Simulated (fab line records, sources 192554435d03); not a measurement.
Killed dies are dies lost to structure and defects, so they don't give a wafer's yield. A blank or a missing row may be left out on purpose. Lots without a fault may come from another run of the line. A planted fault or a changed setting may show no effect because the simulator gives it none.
Which tool did it? | flow n5_finfet | 24 lots, 72 wafers sampled, at 6 steps of a route of 1938

WHAT THE GAUGES READ, wafer by wafer
The record holds no reading of a measuring or inspecting step that can be judged against a usual standard deviation.

WHICH TOOL RAN EACH LOT (tool, then ch and the chambers of the sampled wafers, then the start)
lot  | N5_BEOL_M2_SPUTTER_96        | N5_BEOL_M2_ANNEAL_51             | N5_BEOL_M3_DESCUM_16               | N5_BEOL_M3_HM_OPEN_17             | N5_BEOL_M3_ALD_98                 | N5_BEOL_M3_PRE_CLEAN_45
L074 | pvd_sputter-03, day 7 00:08  | rtp_anneal-02 ch 0, day 7 00:19  | rie_diel-05 ch 0,2,3, day 7 02:14  | rie_metal-03 ch 0,1, day 7 02:29  | ald_sin-02 ch 0,1,2, day 7 03:25  | pvd_sputter-01, day 7 04:43
L075 | pvd_sputter-03, day 7 01:58  | rtp_anneal-01 ch 0, day 7 02:21  | rie_diel-05 ch 1,2,3, day 7 04:57  | rie_metal-01 ch 0, day 7 05:11    | ald_sin-02 ch 0,1,3, day 7 06:04  | pvd_sputter-01, day 7 10:36
L077 | pvd_sputter-03, day 7 10:53  | rtp_anneal-02 ch 0, day 7 11:11  | rie_diel-03 ch 0,1,3, day 7 14:23  | rie_metal-01 ch 0,1, day 7 14:40  | ald_sin-04 ch 2,3, day 7 15:55    | pvd_sputter-02, day 7 18:58
L076 | pvd_sputter-02, day 7 12:18  | rtp_anneal-02 ch 0, day 7 12:36  | rie_diel-02 ch 1,2,3, day 7 15:12  | rie_metal-03 ch 1, day 7 15:34    | ald_sin-04 ch 1,2,3, day 7 16:33  | pvd_sputter-01, day 8 00:39
L078 | pvd_sputter-03, day 7 20:53  | rtp_anneal-01 ch 0, day 7 21:05  | rie_diel-05 ch 0,1,3, day 7 23:41  | rie_metal-02 ch 0,1, day 7 23:56  | ald_sin-02 ch 1,2,3, day 8 00:51  | pvd_sputter-02, day 8 17:23
L079 | pvd_sputter-01, day 8 21:41  | rtp_anneal-02 ch 0, day 8 21:55  | rie_diel-02 ch 0,1,2, day 9 00:39  | rie_metal-01 ch 0, day 9 00:56    | ald_sin-02 ch 1,2,3, day 9 02:04  | pvd_sputter-03, day 9 07:47
L080 | pvd_sputter-01, day 9 07:42  | rtp_anneal-02 ch 0, day 9 07:54  | rie_diel-05 ch 0,2,3, day 9 11:10  | rie_metal-02 ch 0,1, day 9 11:25  | ald_sin-01 ch 1,2,3, day 9 12:20  | pvd_sputter-03, day 9 14:23
L082 | pvd_sputter-02, day 9 10:17  | rtp_anneal-01 ch 0, day 9 10:29  | rie_diel-05 ch 0,2, day 9 12:26    | rie_metal-01 ch 0,1, day 9 12:41  | ald_sin-04 ch 1,2,3, day 9 13:34  | pvd_sputter-02, day 9 18:47
L081 | pvd_sputter-01, day 9 11:29  | rtp_anneal-02 ch 0, day 9 11:46  | rie_diel-05 ch 0,2,3, day 9 14:08  | rie_metal-02 ch 0,1, day 9 14:23  | ald_sin-01 ch 0,3, day 9 15:27    | pvd_sputter-03, day 9 18:09
L083 | pvd_sputter-02, day 9 15:19  | rtp_anneal-02 ch 0, day 9 15:37  | rie_diel-02 ch 0,1, day 9 18:10    | rie_metal-01 ch 0,1, day 9 18:27  | ald_sin-01 ch 1,2,3, day 9 19:25  | pvd_sputter-02, day 10 00:47
L084 | pvd_sputter-03, day 9 20:51  | rtp_anneal-01 ch 0, day 9 21:14  | rie_diel-05 ch 0,2, day 10 00:22   | rie_metal-01 ch 0,1, day 10 00:36 | ald_sin-02 ch 0,3, day 10 01:45   | pvd_sputter-03, day 10 05:04
L086 | pvd_sputter-02, day 10 02:58 | rtp_anneal-02 ch 0, day 10 03:16 | rie_diel-03 ch 1,3, day 10 05:34   | rie_metal-02 ch 0,1, day 10 05:51 | ald_sin-04 ch 1,2,3, day 10 06:35 | pvd_sputter-01, day 10 07:58
L085 | pvd_sputter-02, day 10 04:49 | rtp_anneal-01 ch 0, day 10 05:04 | rie_diel-03 ch 0,1,2, day 10 08:23 | rie_metal-02 ch 0,1, day 10 08:38 | ald_sin-04 ch 1,2,3, day 10 09:24 | pvd_sputter-01, day 10 11:13
L088 | pvd_sputter-01, day 10 15:39 | rtp_anneal-02 ch 0, day 10 15:53 | rie_diel-05 ch 0,1, day 10 19:11   | rie_metal-01 ch 0,1, day 10 19:26 | ald_sin-01 ch 0,2,3, day 10 20:19 | pvd_sputter-02, day 10 23:19
L087 | pvd_sputter-02, day 10 18:04 | rtp_anneal-01 ch 0, day 10 18:19 | rie_diel-02 ch 0,1, day 10 22:14   | rie_metal-03 ch 0,1, day 10 22:28 | ald_sin-01 ch 0,1,3, day 10 23:14 | pvd_sputter-01, day 11 05:47
L089 | pvd_sputter-01, day 10 20:47 | rtp_anneal-02 ch 0, day 10 21:03 | rie_diel-02 ch 1,3, day 10 23:26   | rie_metal-02 ch 0,1, day 10 23:41 | ald_sin-04 ch 0,1,2, day 11 00:58 | pvd_sputter-02, day 11 22:08
L090 | pvd_sputter-01, day 11 03:25 | rtp_anneal-01 ch 0, day 11 03:39 | rie_diel-02 ch 0,1,2, day 11 06:06 | rie_metal-03 ch 0,1, day 11 06:21 | ald_sin-02 ch 0,1,2, day 11 07:45 | pvd_sputter-02, day 11 14:09
L091 | pvd_sputter-01, day 11 05:15 | rtp_anneal-01 ch 0, day 11 05:32 | rie_diel-05 ch 0,1, day 11 09:10   | rie_metal-03 ch 0,1, day 11 09:26 | ald_sin-04 ch 1,3, day 11 10:17   | pvd_sputter-02, day 12 03:23
L092 | pvd_sputter-01, day 11 11:14 | rtp_anneal-02 ch 0, day 11 11:28 | rie_diel-03 ch 1,2,3, day 11 14:22 | rie_metal-02 ch 0,1, day 11 14:37 | ald_sin-01 ch 0,2, day 11 15:30   | pvd_sputter-01, day 12 05:46
L093 | pvd_sputter-01, day 12 00:35 | rtp_anneal-02 ch 0, day 12 00:52 | rie_diel-02 ch 2,3, day 12 03:04   | rie_metal-02 ch 0,1, day 12 03:19 | ald_sin-01 ch 2,3, day 12 04:09   | pvd_sputter-02, day 12 05:59
L094 | pvd_sputter-01, day 12 13:30 | rtp_anneal-01 ch 0, day 12 13:44 | rie_diel-03 ch 0,1,2, day 12 15:38 | rie_metal-01 ch 0, day 12 15:52   | ald_sin-02 ch 0,2,3, day 12 17:09 | pvd_sputter-03, day 12 22:08
L095 | pvd_sputter-01, day 12 21:37 | rtp_anneal-01 ch 0, day 12 21:54 | rie_diel-05 ch 1,2,3, day 13 00:35 | rie_metal-02 ch 0,1, day 13 00:50 | ald_sin-01 ch 0,2,3, day 13 02:30 | pvd_sputter-01, day 13 09:41
L097 | pvd_sputter-01, day 13 03:15 | rtp_anneal-02 ch 0, day 13 03:28 | rie_diel-02 ch 0, day 13 06:01     | rie_metal-03 ch 0,1, day 13 06:43 | ald_sin-02 ch 1,2,3, day 13 07:29 | pvd_sputter-01, day 13 15:11
L096 | pvd_sputter-02, day 13 03:37 | rtp_anneal-01 ch 0, day 13 04:08 | rie_diel-03 ch 2,3, day 13 06:07   | rie_metal-02 ch 0,1, day 13 06:23 | ald_sin-02 ch 0,1,3, day 13 07:17 | pvd_sputter-01, day 13 09:37
- N5_BEOL_M2_SPUTTER_96: material Cu, target thk 4.5 nm, time 8.29 s.
- N5_BEOL_M2_ANNEAL_51: time 90 s.
- N5_BEOL_M3_DESCUM_16: chemistry O2, time 7 s.
- N5_BEOL_M3_HM_OPEN_17: chemistry Cl2/BCl3, target TiN, target depth 20 nm, overetch 6 nm.
- N5_BEOL_M3_ALD_98: deposits SiO2, target thk 2.5 nm, pulse time 1 s, co reactant pulse time 1 s.
- N5_BEOL_M3_PRE_CLEAN_45: time 30 s.

WHAT THE TOOLS THEMSELVES READ (means of the sampled wafers that have a number; where no wafer has one, the mark that the record gives instead)
N5_BEOL_M2_SPUTTER_96. Usual: susceptor_temp_C -20.00 C, standard deviation 0.12; throttle_valve_pct 29.8 %, standard deviation 0.97.
lot  | tool           | susceptor_temp_C (C) | throttle_valve_pct (%) | flag
L074 | pvd_sputter-03 | -20.02               | 29.7                   |
L075 | pvd_sputter-03 | -20.07               | 29.4                   |
L077 | pvd_sputter-03 | -19.94               | 30.0                   |
L076 | pvd_sputter-02 | -20.00               | 30.3                   |
L078 | pvd_sputter-03 | -19.94               | 29.5                   |
L079 | pvd_sputter-01 | -20.06               | 30.0                   |
L080 | pvd_sputter-01 | -20.14               | 29.7                   |
L082 | pvd_sputter-02 | -20.02               | 30.4                   |
L081 | pvd_sputter-01 | -20.01               | 29.9                   |
L083 | pvd_sputter-02 | -19.92               | 29.4                   |
L084 | pvd_sputter-03 | -19.87               | 29.7                   |
L086 | pvd_sputter-02 | -19.94               | 29.4                   |
L085 | pvd_sputter-02 | -19.81               | 29.5                   |
L088 | pvd_sputter-01 | -19.99               | 29.4                   |
L087 | pvd_sputter-02 | -19.92               | 29.5                   |
L089 | pvd_sputter-01 | -20.01               | 30.0                   |
L090 | pvd_sputter-01 | -20.06               | 29.1                   |
L091 | pvd_sputter-01 | -20.08               | 30.1                   |
L092 | pvd_sputter-01 | -20.14               | 29.4                   |
L093 | pvd_sputter-01 | -19.99               | 29.9                   |
L094 | pvd_sputter-01 | -20.04               | 29.2                   |
L095 | pvd_sputter-01 | -20.06               | 29.9                   |
L097 | pvd_sputter-01 | -19.97               | 29.8                   |
L096 | pvd_sputter-02 | -20.01               | 30.4                   |

N5_BEOL_M2_ANNEAL_51. Usual: anneal_temp_c 225.00 C, standard deviation 0.18; wafer_temp_C_max 225.73, standard deviation 0.23.
lot  | tool          | anneal_temp_c (C) | wafer_temp_C_max | flag
L074 | rtp_anneal-02 | 225.03            | 225.71           |
L075 | rtp_anneal-01 | 224.89            | 225.44           |
L077 | rtp_anneal-02 | 224.95            | 225.62           |
L076 | rtp_anneal-02 | 225.18            | 225.54           |
L078 | rtp_anneal-01 | 224.98            | 225.52           |
L079 | rtp_anneal-02 | 225.19            | 225.74           |
L080 | rtp_anneal-02 | 225.17            | 225.77           |
L082 | rtp_anneal-01 | 224.86            | 225.88           |
L081 | rtp_anneal-02 | 225.10            | 225.94           |
L083 | rtp_anneal-02 | 224.95            | 225.95           |
L084 | rtp_anneal-01 | 225.19            | 225.41           |
L086 | rtp_anneal-02 | 224.92            | 225.78           |
L085 | rtp_anneal-01 | 224.99            | 225.49           |
L088 | rtp_anneal-02 | 225.43            | 225.75           |
L087 | rtp_anneal-01 | 224.99            | 225.58           |
L089 | rtp_anneal-02 | 224.87            | 225.84           |
L090 | rtp_anneal-01 | 225.00            | 225.91           |
L091 | rtp_anneal-01 | 224.88            | 226.00           |
L092 | rtp_anneal-02 | 224.95            | 225.87           |
L093 | rtp_anneal-02 | 224.87            | 226.02           |
L094 | rtp_anneal-01 | 224.94            | 225.66           |
L095 | rtp_anneal-01 | 224.92            | 225.53           |
L097 | rtp_anneal-02 | 225.11            | 225.85           |
L096 | rtp_anneal-01 | 224.67            | 225.81           |

N5_BEOL_M3_DESCUM_16. Usual: bias_power_w 20.01 W, standard deviation 0.061; drypump_motor_current_A 5.9 A, standard deviation 0.55; oes_product_au 0.78 a.u., standard deviation 0.1; rf_vpp_V 243.3 V, standard deviation 1.3; showerhead_plenum_p_Torr 2.11 Torr, standard deviation 0.059; throttle_valve_pct 20.40 %, standard deviation 0.25.
lot  | tool        | bias_power_w (W) | drypump_motor_current_A (A) | oes_product_au (a.u.) | rf_vpp_V (V) | showerhead_plenum_p_Torr (Torr) | throttle_valve_pct (%) | flag
L074 | rie_diel-05 | 20.07            | 6.3                         | 0.75                  | 242.7        | 2.10                            | 20.46                  |
L075 | rie_diel-05 | 19.97            | 5.9                         | 0.74                  | 245.0        | 2.14                            | 20.57                  |
L077 | rie_diel-03 | 19.99            | 5.3                         | 0.83                  | 243.8        | 2.10                            | 20.54                  |
L076 | rie_diel-02 | 20.04            | 6.1                         | 0.74                  | 243.1        | 2.10                            | 20.34                  |
L078 | rie_diel-05 | 20.05            | 5.9                         | 0.73                  | 243.8        | 2.11                            | 20.44                  |
L079 | rie_diel-02 | 20.02            | 5.8                         | 0.75                  | 243.3        | 2.08                            | 20.21                  |
L080 | rie_diel-05 | 20.03            | 6.4                         | 0.74                  | 242.6        | 2.10                            | 20.48                  |
L082 | rie_diel-05 | 19.98            | 6.6                         | 0.75                  | 241.7        | 2.08                            | 20.49                  |
L081 | rie_diel-05 | 20.03            | 6.4                         | 0.74                  | 242.3        | 2.10                            | 20.49                  |
L083 | rie_diel-02 | 19.96            | 5.6                         | 0.73                  | 243.5        | 2.12                            | 20.17                  |
L084 | rie_diel-05 | 19.99            | 6.6                         | 0.75                  | 242.3        | 2.08                            | 20.49                  |
L086 | rie_diel-03 | 20.03            | 5.2                         | 0.72                  | 243.9        | 2.12                            | 20.80                  |
L085 | rie_diel-03 | 20.00            | 5.8                         | 0.87                  | 243.4        | 2.08                            | 20.51                  |
L088 | rie_diel-05 | 20.01            | 5.7                         | 0.90                  | 242.5        | 2.10                            | 20.30                  |
L087 | rie_diel-02 | 20.00            | 5.9                         | 0.77                  | 243.1        | 2.12                            | 20.17                  |
L089 | rie_diel-02 | 20.02            | 6.3                         | 0.76                  | 242.9        | 2.14                            | 20.31                  |
L090 | rie_diel-02 | 19.97            | 5.8                         | 0.81                  | 244.5        | 2.16                            | 20.13                  |
L091 | rie_diel-05 | 19.99            | 5.8                         | 0.89                  | 243.1        | 2.10                            | 20.31                  |
L092 | rie_diel-03 | 20.00            | 5.4                         | 0.78                  | 243.5        | 2.12                            | 20.60                  |
L093 | rie_diel-02 | 19.97            | 6.0                         | 0.83                  | 244.6        | 2.21                            | 20.24                  |
L094 | rie_diel-03 | 20.00            | 5.7                         | 0.85                  | 242.7        | 2.07                            | 20.53                  |
L095 | rie_diel-05 | 20.00            | 5.9                         | 0.79                  | 243.6        | 2.13                            | 20.55                  |
L097 | rie_diel-02 | 19.98            | 5.2                         | 0.97                  | 244.8        | 2.11                            | 19.99                  |
L096 | rie_diel-03 | 19.97            | 5.6                         | 0.85                  | 244.3        | 2.13                            | 20.40                  |

N5_BEOL_M3_HM_OPEN_17. Usual: drypump_motor_current_A 5.8 A, standard deviation 0.47; oes_product_au 0.66 a.u., standard deviation 0.091; throttle_valve_pct 22.10 %, standard deviation 0.3.
lot  | tool         | drypump_motor_current_A (A) | oes_product_au (a.u.) | throttle_valve_pct (%) | flag
L074 | rie_metal-03 | 5.6                         | 0.66                  | 22.45                  |
L075 | rie_metal-01 | 5.8                         | 0.65                  | 21.60                  |
L077 | rie_metal-01 | 5.7                         | 0.60                  | 21.84                  |
L076 | rie_metal-03 | 5.9                         | 0.69                  | 22.17                  |
L078 | rie_metal-02 | 5.8                         | 0.62                  | 22.18                  |
L079 | rie_metal-01 | 5.9                         | 0.64                  | 21.62                  |
L080 | rie_metal-02 | 6.2                         | 0.68                  | 22.13                  |
L082 | rie_metal-01 | 5.5                         | 0.76                  | 21.84                  |
L081 | rie_metal-02 | 5.8                         | 0.61                  | 22.20                  |
L083 | rie_metal-01 | 5.5                         | 0.77                  | 21.80                  |
L084 | rie_metal-01 | 5.6                         | 0.77                  | 21.82                  |
L086 | rie_metal-02 | 5.8                         | 0.61                  | 22.21                  |
L085 | rie_metal-02 | 5.8                         | 0.61                  | 22.20                  |
L088 | rie_metal-01 | 5.5                         | 0.77                  | 21.80                  |
L087 | rie_metal-03 | 5.8                         | 0.65                  | 22.34                  |
L089 | rie_metal-02 | 5.8                         | 0.60                  | 22.20                  |
L090 | rie_metal-03 | 5.8                         | 0.65                  | 22.33                  |
L091 | rie_metal-03 | 5.8                         | 0.67                  | 22.31                  |
L092 | rie_metal-02 | 6.3                         | 0.66                  | 22.15                  |
L093 | rie_metal-02 | 6.3                         | 0.66                  | 22.15                  |
L094 | rie_metal-01 | 5.8                         | 0.62                  | 21.60                  |
L095 | rie_metal-02 | 5.8                         | 0.59                  | 22.23                  |
L097 | rie_metal-03 | 5.8                         | 0.65                  | 22.33                  |
L096 | rie_metal-02 | 5.8                         | 0.59                  | 22.22                  |

N5_BEOL_M3_ALD_98. Usual: heater_power_w 80 W, standard deviation 7.8; precursor_pulse_height_rel 0.999, standard deviation 0.021; susceptor_temp_C 100.02 C, standard deviation 0.14.
lot  | tool       | heater_power_w (W) | precursor_pulse_height_rel | susceptor_temp_C (C) | flag
L074 | ald_sin-02 | 81                 | 0.987                      | 99.88                |
L075 | ald_sin-02 | 89                 | 1.002                      | 99.99                |
L077 | ald_sin-04 | 83                 | 1.018                      | 100.13               |
L076 | ald_sin-04 | 78                 | 1.007                      | 99.98                |
L078 | ald_sin-02 | 80                 | 0.998                      | 100.06               |
L079 | ald_sin-02 | 81                 | 0.990                      | 100.06               |
L080 | ald_sin-01 | 78                 | 0.983                      | 100.11               |
L082 | ald_sin-04 | 79                 | 1.002                      | 100.06               |
L081 | ald_sin-01 | 75                 | 0.984                      | 99.90                |
L083 | ald_sin-01 | 77                 | 1.006                      | 100.12               |
L084 | ald_sin-02 | 94                 | 0.983                      | 99.93                |
L086 | ald_sin-04 | 79                 | 0.990                      | 100.03               |
L085 | ald_sin-04 | 78                 | 1.017                      | 100.13               |
L088 | ald_sin-01 | 77                 | 1.013                      | 99.89                |
L087 | ald_sin-01 | 77                 | 1.001                      | 100.08               |
L089 | ald_sin-04 | 79                 | 0.996                      | 100.09               |
L090 | ald_sin-02 | 80                 | 0.985                      | 100.06               |
L091 | ald_sin-04 | 75                 | 0.999                      | 100.12               |
L092 | ald_sin-01 | 76                 | 0.998                      | 100.13               |
L093 | ald_sin-01 | 76                 | 0.998                      | 99.97                |
L094 | ald_sin-02 | 87                 | 0.982                      | 100.13               |
L095 | ald_sin-01 | 78                 | 0.989                      | 99.94                |
L097 | ald_sin-02 | 81                 | 1.008                      | 99.89                |
L096 | ald_sin-02 | 89                 | 1.009                      | 99.89                |

N5_BEOL_M3_PRE_CLEAN_45. Usual: heater_power_w 331 W, standard deviation 24; susceptor_temp_C 249.99 C, standard deviation 0.18.
lot  | tool           | heater_power_w (W) | susceptor_temp_C (C) | flag
L074 | pvd_sputter-01 | 337                | 250.06               |
L075 | pvd_sputter-01 | 338                | 249.99               |
L077 | pvd_sputter-02 | 318                | 250.03               |
L076 | pvd_sputter-01 | 314                | 249.86               |
L078 | pvd_sputter-02 | 337                | 250.18               |
L079 | pvd_sputter-03 | 324                | 250.01               |
L080 | pvd_sputter-03 | 354                | 249.89               |
L082 | pvd_sputter-02 | 329                | 249.91               |
L081 | pvd_sputter-03 | 363                | 249.99               |
L083 | pvd_sputter-02 | 326                | 250.01               |
L084 | pvd_sputter-03 | 339                | 250.00               |
L086 | pvd_sputter-01 | 339                | 249.97               |
L085 | pvd_sputter-01 | 310                | 249.84               |
L088 | pvd_sputter-02 | 330                | 250.01               |
L087 | pvd_sputter-01 | 330                | 250.05               |
L089 | pvd_sputter-02 | 321                | 250.13               |
L090 | pvd_sputter-02 | 324                | 250.08               |
L091 | pvd_sputter-02 | 325                | 249.98               |
L092 | pvd_sputter-01 | 319                | 250.17               |
L093 | pvd_sputter-02 | 336                | 249.89               |
L094 | pvd_sputter-03 | 314                | 250.02               |
L095 | pvd_sputter-01 | 316                | 249.90               |
L097 | pvd_sputter-01 | 334                | 249.99               |
L096 | pvd_sputter-01 | 343                | 249.96               |

THE ANSWER, worked out from the rows above alone
Rule: a lot is off if the mean of its wafers that have a number lies more than 3 standard deviations from the usual mean. A lot without any number at a reading at which 4 lots or more have one is off too. The other lots that the step has rows for count as sound. The gauges are gone through in route order, then the tools' own readings, and for those a lot's mean is taken as printed above. The first step at which some lot is off is used, and at that step the reading that is off furthest; a lot without a number counts as furthest.
No lot is off at any reading shown: from this, nothing can be told.

WHAT THE SIMULATOR HAD PUT IN
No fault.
